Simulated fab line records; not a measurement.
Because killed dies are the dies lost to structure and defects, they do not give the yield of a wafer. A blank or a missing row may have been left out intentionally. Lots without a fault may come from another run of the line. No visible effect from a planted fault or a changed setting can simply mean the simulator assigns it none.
8D (eight disciplines) problem report, filled in by code | flow n5 finfet | the parts of the form that need people (team, actions taken, sign-off) are left out

1. WHAT IS WRONG
M5_ILD_THK at N5_BEOL_M5_THK_MEAS_01 reads a mean of 133.9 nm on 2 wafers of 2 lots; wafers without a fault read 121.1 nm with a standard deviation of 1.9. Measured from the usual mean, that is +6.8 standard deviations.
Seen first at day 11 15:41 on film metro-02, wafer L543.5. Wafers with a number at this step in the record: 32, from 12 lots. Rule for "out", or "out of limits": more than 4 standard deviations from the usual mean. All remaining wafers that have a number are taken as sound.

2. WHAT IT IS, AND WHAT IT ISN'T
question                    | is                | is not
which readings at this step | M5_ILD_THK        | -
which lots                  | L543, L545        | L535, L536, L537, L538, L540, L541, L547, L550, L551, L554
which wafers of those lots  | L543.5, L545.1    | L543.2, L543.4, L545.4
read on which gauges        | film metro-02     | film metro-01
when                        | from day 11 15:41 | up to then (19 sound wafers); but 11 sound wafers of L545, L547, L550, L551, L554 came after

3. SUSPECTS, AND WHAT RULES EACH OUT
Counting: if a tool at a process step up to the reading ran every lot that is out, it stays a suspect. Sound lots after the first of them don't rule it out here, since some wafers of a struck lot are sound.
- the gauge at N5_BEOL_M5_THK_MEAS_01: kept. All the wafers that are out were read on film metro-02, and no step on other tools shows them out.
- pvd sputter-03 at N5_BEOL_M4_SPUTTER_88 (material Cu, target thk 4.5 nm, time 8.29 s): kept. Ran every lot that is out, first one L543 (day 11 12:08); last sound lot up to then L541 (day 10 16:46).
- pvd sputter-03 at N5_BEOL_M4_ANNEAL_91 (time 240 s): kept. Ran every lot that is out, first one L543 (day 11 12:26); last sound lot up to then L541 (day 10 17:04).
- pecvd-03 at N5_BEOL_M5_ILD_DEP_00 (deposits SiCOH lowk from DEMS/porogen, target thk 140.64 nm, time 25.9 s): kept. Ran every lot that is out, first one L543 (day 11 15:07); last sound lot up to then L541 (day 10 19:43).
Left after counting: pvd sputter-03 at N5_BEOL_M4_SPUTTER_88, pvd sputter-03 at N5_BEOL_M4_ANNEAL_91, pecvd-03 at N5_BEOL_M5_ILD_DEP_00, film metro-02 at N5_BEOL_M5_THK_MEAS_01.

4. THE CAUSE (what the simulator had put in)
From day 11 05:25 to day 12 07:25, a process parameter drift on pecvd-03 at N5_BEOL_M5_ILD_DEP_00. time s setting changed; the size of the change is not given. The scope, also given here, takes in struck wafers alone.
Counting left 4 suspects, and this tool is among them.

5. SEQUENCE OF EFFECTS, ordered by route
Rows list readings where the struck wafers' mean (over those with a number) sits beyond 3 standard deviations from the usual. Only readings whose record carries a usual standard deviation are examined. hours: median over the lots of the time between each lot's start at the first step of this table that gives one and its start at this step. sigmas: the change, counted in usual standard deviations.
hours | step                   | reading    | usual    | on struck wafers | change | sigmas
0     | N5_BEOL_M5_THK_MEAS_01 | M5_ILD_THK | 121.1 nm | 133.9            | +12.8  | +6.8

6. WHAT WOULD HAVE CAUGHT IT SOONER
Counted from the fault's start at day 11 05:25, it took 10 hours until the first out-of-limits reading at a measuring or inspecting step in this record, taken at day 11 15:41.
No tool reading at N5_BEOL_M5_ILD_DEP_00 that has a usual standard deviation in the record was out on any struck wafer, so an alarm limit of 4 standard deviations on those readings would not have fired.
Of the lots that are out (2), L545 began N5_BEOL_M5_ILD_DEP_00 on pecvd-03 after day 11 15:41. A hold on the tool at that time would have spared it.
